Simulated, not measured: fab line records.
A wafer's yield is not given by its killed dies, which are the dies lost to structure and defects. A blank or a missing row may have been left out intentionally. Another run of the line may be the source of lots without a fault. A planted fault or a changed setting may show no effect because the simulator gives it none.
Struck lot and sound lot, side by side -- flow n5 finfet -- 36 out of 1938 route steps
Sound: the wafers L897.1, L897.2, L897.3. Wafers struck: L883.2, L883.3, L883.5. Last of all comes the cause.
For every step that has rows: the tool of each side, followed by ch and its chambers, followed by its first start. Under that, the readings that differ: sound wafers -- struck wafers -- difference of the means -- sigmas: that difference in standard deviations of wafers without a fault.
alike: same words and numbers on both sides, and readings whose means sit less than 2 such deviations apart. not compared: any withheld reading, any reading some wafer has no value for, any bound like >300 that may hide the same value, and any number with overlapping values for which the record gives no deviation.
The two part at a step that has a row with sigmas, a row that says differs or no value, or rows on one side only. Numbers that don't overlap but have no deviation are shown without sigmas and don't part them. A reading that every wafer of one side lacks parts them only if that side has two wafers or more.

first, 9 steps without rows for these wafers: N5_WELL_APT_COAT_19 (resist thk 950 nm); N5_WELL_APT_EBR_21; N5_WELL_APT_SOFTBAKE_20 (time 60 s); N5_WELL_APT_EXPOSE_22 (exposes mask PWELL, defocus 0 nm, target cd 200 nm); N5_WELL_APT_PEB_23 (peb time 90 s); N5_WELL_APT_DEVELOP_24 (develop time 45 s); N5_WELL_APT_HARDBAKE_29 (time 120 s); N5_WELL_APT_DESCUM_30 (chemistry O2, time 7.9 s); N5_WELL_APT_IMPLANT_31.
N5_WELL_APT_IMPLANT_32:
  sound on implanter-01 ch 0, day 7 09:40; struck on implanter-01 ch 0, day 3 22:40
reading,sound,struck,difference,sigmas
dose ions cm2,1.9995e+13 1.9986e+13 1.9992e+13,2.7422e+13 2.7405e+13 2.7397e+13,+7.4170e+12,+99 or more
faraday current uA,248 250 252,350 365 362,+109,+20
  alike: rotation deg
then, 25 steps without rows for these wafers: N5_WELL_APT_STRIP_33 (strips in SPM, time 900 s); N5_WELL_APT_RTA_34 (time 10 s); N5_WELL_APT_OXIDE_STRIP_42 (strips SiO2 in dHF, time 45 s, target depth 12 nm); N5_WELL_APT_PRECLEAN_36 (cleans in O3/DIW, time 45 s); N5_WELL_APT_PRECLEAN_39 (cleans in dHF, time 60 s); N5_WELL_APT_SRD_37 (time 30 s); N5_WELL_APT_EPI_41 (deposits Si from SiH4/H2, target thk 50 nm, time 297.7 s); N5_PMOS_HMC_CHANNEL_EPI_HM_DEP_34 (deposits SiO2 from TEOS/O2, target thk 36 nm, time 6.9 s); N5_PMOS_HMC_CHANNEL_EPI_COAT_31 (time 60 s, resist thk 66 nm); N5_PMOS_HMC_CHANNEL_EPI_COAT_03 (resist thk 205 nm); N5_PMOS_HMC_CHANNEL_EPI_EBR_05; N5_PMOS_HMC_CHANNEL_EPI_SOFTBAKE_04 (time 60 s); N5_PMOS_HMC_CHANNEL_EPI_EXPOSE_06 (exposes mask PMOS HMC BLK, target cd 240 nm); N5_PMOS_HMC_CHANNEL_EPI_PEB_07 (peb time 60 s); N5_PMOS_HMC_CHANNEL_EPI_DEVELOP_08 (develop time 30 s); N5_PMOS_HMC_CHANNEL_EPI_DESCUM_14 (chemistry O2, time 7.9 s); N5_PMOS_HMC_CHANNEL_EPI_ETCH_32 (etches BARC in N2/H2, stops on SiO2, target depth 85.8 nm, time 50.3 s); N5_PMOS_HMC_CHANNEL_EPI_HM_OPEN_15 (chemistry CHF3/O2, target SiO2, target depth 40.6 nm, time 20.3 s); N5_PMOS_HMC_CHANNEL_EPI_STRIP_33 (strips in N2/H2); N5_PMOS_HMC_CHANNEL_EPI_STRIP_17 (strips in SPM, time 750 s); N5_PMOS_HMC_CHANNEL_EPI_ETCH_38 (etches SiO2 in CF4, target depth 1.5 nm); N5_PMOS_HMC_CHANNEL_EPI_FIN_RECESS_16 (chemistry HBr/Cl2, target Si, target depth 54 nm, time 18 s); N5_PMOS_HMC_CHANNEL_EPI_PRECLEAN_36 (cleans in O3/DIW, time 45 s); N5_PMOS_HMC_CHANNEL_EPI_PRECLEAN_18 (cleans in DHF, time 30 s); N5_PMOS_HMC_CHANNEL_EPI_SRD_19 (time 30 s).
-- the record jumps here: 8 days lie between the struck wafers' starts before and after (it left off in module PMOS_HMC_CHANNEL_EPI and takes up again in module BEOL_M4, whose first step shown is number 1111 of the route) --
N5_BEOL_M4_RC_MEAS_101:
  sound on prober-02 ch 0, day 16 07:24; struck on prober-02 ch 0, day 12 01:27
reading,sound,struck,difference,sigmas
CJ_N,4.34 4.23 4.37,4.89 4.98 5.00,+0.64,+8
DIBL_N (mV/V),38.7 39.2 39.6,35.6 37.0 37.0,-2.6,-2
IOFF_N_LONG (nA/um),5.41e-05 5.27e-05 5.34e-05,6.14e-05 6.12e-05 6.15e-05,+7.97e-06,+3
SS_P (mV/dec),73.9 74.5 74.1,72.8 73.1 72.7,-1.3,-2
  alike: DIBL_P, IOFF_N, IOFF_P, ION_N, ION_P, SS_N, VT_N, VT_P

== WHERE THEY PART ==
At N5_WELL_APT_IMPLANT_32 first; at N5_BEOL_M4_RC_MEAS_101 last (within this record only).

WHY: what had been put in by the simulator
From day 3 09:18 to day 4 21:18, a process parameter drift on implanter-01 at N5_WELL_APT_IMPLANT_32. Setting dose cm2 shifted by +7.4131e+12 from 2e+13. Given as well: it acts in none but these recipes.
